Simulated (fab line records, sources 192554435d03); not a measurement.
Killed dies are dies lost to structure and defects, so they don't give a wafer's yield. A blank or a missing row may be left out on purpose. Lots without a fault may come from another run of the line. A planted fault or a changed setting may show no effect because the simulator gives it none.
fab line records | flow n5_finfet | part 2 of 2: steps 23 to 34 of 34
record lots=5 wafers=15 last_day=18
route steps=1938 shown SPACER0@259 SD_EPI_N@262
lots that met no fault: from a run of the same line without faults
start_h: hours from the record's first day to the start of the lot's first wafer shown | wait_h: hours since the lot's step before | " the same as in the row above | L1.1+2: a row that stands for several wafers | - no value, or no start given | * or withheld: withheld | < > ~ a bound
route shown NAME@n: a module of which the file shows steps, and the number in the route of the first | usual: mean/standard deviation of fault-free wafers | same: alike in all rows | chamber/n: place in a boat | sites: the reading at each site | _std_site: their standard deviation | _edge_site: outer sites' mean less inner sites' | radius_mm: how far each site lies from the wafer's centre | mask NAME#n: copy n | behind: the tool/chamber that last shaped the wafer | hold: why the lot was held/for how many hours/how that ended | device: the transistor (n, p or np) that didn't switch | end of line: the same wafers' tests at the end of the route | a step without rows: its recipe alone | killed: dies lost to structure and defects at the first sort, not the wafer's yield | map: a wafer's dies, x killed, . not, _ none there
set.NAME: the setting as run; set.NAME@STEP: as run at that earlier step | model.NAME: the simulator's own value behind a step, which no gauge read
lots at some steps of the route; a table a step, a row a wafer
services: from which hour (start_h, from the record's first day; less than 0 if before it) a tool's chamber was out of use, for how many hours, and why
## steps
# step N5_SD_EPI_N_SD_RECESS_17
# recipe chemistry=HBr/Cl2/O2 target_depth_a=410 mask_material=SOC time_s=23.7 bt_time_s=3 pressure_mtorr=10 icp_w=800 bias_w=112 HBr_flow_sccm=150 Cl2_flow_sccm=80 O2_flow_sccm=12
# usual HBr_flow_sccm=150.0/0.45 drypump_motor_current_A=5.5/0.39 oes_o_777_au=1.003/0.016 oes_product_au=1.006/0.015 throttle_valve_pct=37.1/0.34
# same bt_time_s=3
# columns lot.wafer tool chamber start_h wait_h HBr_flow_sccm drypump_motor_current_A oes_o_777_au oes_product_au rf_hours_counter_h throttle_valve_pct
L084.2 rie_si-06 1 111.66 0.0 150.0 5.2 1.010 0.988 13 36.3
L084.4 " 2 " " 150.2 5.7 1.000 1.026 25 37.0
L084.5 " 3 " " 149.1 6.1 1.017 1.021 - 37.4
L085.2 rie_si-03 0 118.32 0.0 149.7 5.4 0.966 1.000 190 37.0
L085.4 " 1 " " 150.1 5.5 0.991 1.012 178 37.5
L085.5 " 3 " " 150.3 5.1 1.024 1.023 - 37.4
L090.1 rie_si-03 1 146.60 0.0 149.5 5.5 0.994 0.999 179 37.5
L090.3 " 0 " " 150.3 5.4 0.948 1.000 190 37.1
L090.5 " 3 " " 150.3 5.1 1.020 1.015 - 37.4
L091.2 rie_si-01 2 152.73 0.0 149.9 5.4 1.015 1.018 4 36.9
L091.3 " 3 " " 150.2 5.3 1.003 1.016 145 37.3
L091.4 " 1 " " 149.6 5.2 0.994 0.977 162 36.5
L096.1 rie_si-06 0 182.09 0.0 149.9 5.2 1.017 1.004 102 37.3
L096.3 " 1 " " 150.7 5.2 0.999 0.987 14 36.3
L096.5 " 2 " " 149.5 5.7 1.004 1.017 - 37.0
# step N5_SD_EPI_N_STRIP_38
# recipe chemistry=N2/H2 power_w=1000 temp_c=250 h2_frac=0.65 overash_fraction=0.3 pressure_mtorr=withheld n2_flow_sccm=1750 h2_flow_sccm=3250
# usual drypump_motor_current_A=5.6/0.56 heater_power_w=313/15 oes_product_au=0.762/0.011
# same overash_fraction=0.3
# columns lot.wafer tool chamber start_h wait_h drypump_motor_current_A heater_power_w oes_product_au rf_hours_counter_h
L084.2 plasma_asher-02 0 111.76 0.1 6.1 311 0.745 50
L084.4 " 1 " " 5.0 304 0.750 -
L084.5 " 1 " " 5.0 298 0.765 -
L085.2 plasma_asher-02 1 118.41 0.1 5.0 301 0.752 51
L085.4 " 0 " " 6.1 306 0.761 -
L085.5 " 1 " " 5.0 311 0.774 -
L090.1 plasma_asher-02 0 146.70 0.1 6.1 312 0.754 57
L090.3 " 1 " " 5.0 312 0.769 -
L090.5 " 0 " " 6.1 304 0.765 -
L091.2 plasma_asher-02 1 152.82 0.1 5.0 305 0.763 58
L091.3 " 0 " " 6.1 308 0.770 -
L091.4 " 1 " " 5.0 310 0.755 -
L096.1 plasma_asher-02 1 182.18 0.1 5.0 310 0.764 64
L096.3 " 1 " " 4.9 302 0.759 -
L096.5 " 1 " " 5.0 309 0.773 -
# step N5_SD_EPI_N_WET_ETCH_43
# recipe chemistry=dHF dilution=withheld time_s=14 target=SiO2 target_depth_a=15 temp_c=25
# columns lot.wafer tool chamber start_h wait_h
L084.2+4+5 wet_bench-02 5,1,0 111.84 -
L085.2+4+5 wet_bench-04 0,1,3 118.55 -
L090.1+3+5 wet_bench-04 4,3,5 146.78 -
L091.2+3+4 wet_bench-02 2,7,1 152.91 -
L096.1+3+5 wet_bench-02 1,6,0 182.27 -
# step N5_SD_EPI_N_STRIP_18
# recipe chemistry=SPM time_s=750 temp_c=130 h2so4_h2o2_vol_ratio=4
# columns lot.wafer tool chamber start_h wait_h
L084.2+4+5 wet_bench-02 5,1,0 111.85 0.0
L085.2+4+5 wet_bench-04 0,1,3 118.56 0.0
L090.1+3+5 wet_bench-04 4,3,5 146.79 0.0
L091.2+3+4 wet_bench-02 2,7,1 152.92 0.0
L096.1+3+5 wet_bench-02 1,6,0 182.28 0.0
# step N5_SD_EPI_N_SRD_20
# recipe dry=ipa_marangoni do_ppb=5 time_s=30 temp_c=23 rinse_liquid=diw
# usual do_ppb=5.00/0.056
# columns lot.wafer tool chamber start_h wait_h do_ppb
L084.2 wet_bench-02 5 112.06 0.0 5.16
L084.4 " 1 " " 4.99
L084.5 " 0 " " 4.99
L085.2 wet_bench-04 0 118.77 0.0 4.98
L085.4 " 1 " " 4.99
L085.5 " 3 " " 5.03
L090.1 wet_bench-04 4 147.00 0.0 5.02
L090.3 " 3 " " 4.90
L090.5 " 5 " " 4.86
L091.2 wet_bench-02 2 153.12 0.0 5.05
L091.3 " 7 " " 4.97
L091.4 " 1 " " 5.05
L096.1 wet_bench-02 1 182.49 0.0 4.97
L096.3 " 6 " " 5.03
L096.5 " 0 " " 5.04
# step N5_SD_EPI_N_PRECLEAN_48
# recipe chemistry=NF3:NH3 afs_cycles=2 temp_c=30 time_s=20 sublimation_temp_c=180 sublimation_time_s=60 pressure_torr=3 rf_power_w=30
# columns lot.wafer tool chamber start_h wait_h
L084.2+4+5 epi_rpcvd-01 0 112.17 0.1
L085.2+4+5 epi_rpcvd-01 0 118.88 0.1
L090.1+3+5 epi_rpcvd-01 0 147.05 0.0
L091.2+3+4 epi_rpcvd-03 0 153.25 0.1
L096.1+3+5 epi_rpcvd-03 0 182.53 0.0
# step N5_SD_EPI_N_VAPOR_ETCH_50
# recipe chemistry=HCl target=Si temp_c=775 time_s=54 pressure_torr=20 mode=isotropic
# usual throttle_valve_pct=12.0/0.44
# columns lot.wafer tool chamber start_h wait_h throttle_valve_pct
L084.2 epi_rpcvd-01 0 112.50 0.3 11.6
L084.4 " 0 " " 11.6
L084.5 " 0 " " 11.5
L085.2 epi_rpcvd-01 0 119.21 0.3 11.2
L085.4 " 0 " " 11.2
L085.5 " 0 " " 11.4
L090.1 epi_rpcvd-01 0 147.41 0.3 11.2
L090.3 " 0 " " 11.3
L090.5 " 0 " " 11.5
L091.2 epi_rpcvd-03 0 153.69 0.4 12.3
L091.3 " 0 " " 12.2
L091.4 " 0 " " 12.1
L096.1 epi_rpcvd-03 0 183.17 0.5 12.6
L096.3 " 0 " " 11.9
L096.5 " 0 " " 12.3
# step N5_SD_EPI_N_EPI_21
# recipe material=Si:P dopant=P temp_c=680 pressure_torr=255 time_s=690
# columns lot.wafer tool chamber start_h wait_h
L084.2+4+5 epi_rpcvd-01 0 112.93 0.4
L085.2+4+5 epi_rpcvd-01 0 119.64 0.4
L090.1+3+5 epi_rpcvd-01 0 147.59 0.1
L091.2+3+4 epi_rpcvd-03 0 154.27 0.5
L096.1+3+5 epi_rpcvd-03 0 183.49 0.3
# step N5_SD_EPI_N_EPI_MEAS_23
# recipe mode=xrd
# usual thk_nm=59.2/1.2
# columns lot.wafer tool chamber start_h wait_h thk_nm
L084.2 film_metro-01 - 114.37 1.2 59.8
L084.4 " - " " 59.1
L084.5 " - " " 59.6
L085.2 film_metro-02 - 121.07 1.2 60.1
L085.4 " - " " 56.7
L085.5 " - " " 58.4
L090.1 film_metro-02 - 149.30 1.4 59.0
L090.3 " - " " 59.7
L090.5 " - " " 59.9
L091.2 film_metro-02 - 156.17 1.5 59.7
L091.3 " - " " 57.6
L091.4 " - " " 56.3
L096.1 film_metro-02 - 186.52 2.5 58.9
L096.3 " - " " 59.6
L096.5 " - " " 59.5
# step N5_SD_EPI_N_PRECLEAN_24
# recipe chemistry=O3/DIW time_s=60 temp_c=22 o3_ppm=10
# columns lot.wafer tool chamber start_h wait_h
L084.2+4+5 wet_bench-04 2,1,7 114.40 0.0
L085.2+4+5 wet_bench-02 4,7,6 121.11 0.0
L090.1+3+5 wet_bench-06 3,1,5 149.34 0.0
L091.2+3+4 wet_bench-06 7,3,1 156.21 0.0
L096.1+3+5 wet_bench-02 6,7,4 186.56 0.0
# step N5_SD_EPI_N_SRD_25
# recipe time_s=30 temp_c=23 rinse_liquid=diw dry=ipa_marangoni
# columns lot.wafer tool chamber start_h wait_h
L084.2+4+5 wet_bench-04 2,1,7 114.42 0.0
L085.2+4+5 wet_bench-02 4,7,6 121.13 0.0
L090.1+3+5 wet_bench-06 3,1,5 149.36 0.0
L091.2+3+4 wet_bench-06 7,3,1 156.23 0.0
L096.1+3+5 wet_bench-02 6,7,4 186.57 0.0
# step N5_SD_EPI_N_PRECLEAN_49
# recipe chemistry=NF3:NH3 afs_cycles=1 temp_c=30 time_s=20 sublimation_temp_c=180 sublimation_time_s=60 pressure_torr=3 rf_power_w=30
# columns lot.wafer tool chamber start_h wait_h
L084.2+4+5 remote_plasma-02 1 114.50 0.1
L085.2+4+5 remote_plasma-01 0 121.21 0.1
L090.1+3+5 remote_plasma-01 1 149.41 0.0
L091.2+3+4 remote_plasma-02 1 156.30 0.1
L096.1+3+5 remote_plasma-02 1 186.62 0.0
## services
# columns tool chamber start_h hours kind
arfi_scanner-03 - 87.50 3.1 pm
rie_si-06 3 87.87 1.8 repair
rie_si-01 2 88.09 2.4 repair
arfi_scanner-01 - 90.18 1.1 repair
rie_diel-02 1 90.78 3.3 repair
rie_si-01 3 90.97 18.9 repair
rie_diel-02 1 94.14 - clean
remote_plasma-02 - 100.24 0.2 repair
arfi_scanner-01 - 101.24 1.3 pm
plasma_asher-02 - 104.20 2.8 pm
rie_diel-05 2 107.24 8.5 repair
arfi_scanner-02 - 107.95 1.3 pm
arfi_scanner-02 - 109.77 0.8 pm
arfi_scanner-01 - 119.40 2.9 repair
arfi_scanner-01 - 130.01 0.8 pm
arfi_scanner-02 - 130.19 3.9 pm
arfi_scanner-03 - 133.31 0.8 pm
arfi_scanner-03 - 134.81 17.3 pm
epi_rpcvd-01 - 137.66 2.8 pm
wet_bench-06 - 149.51 4.0 repair
arfi_scanner-03 - 153.54 1.3 pm
rie_si-06 2 156.33 3.4 repair
rie_diel-01 3 165.61 6.2 repair
arfi_scanner-01 - 170.47 3.1 pm
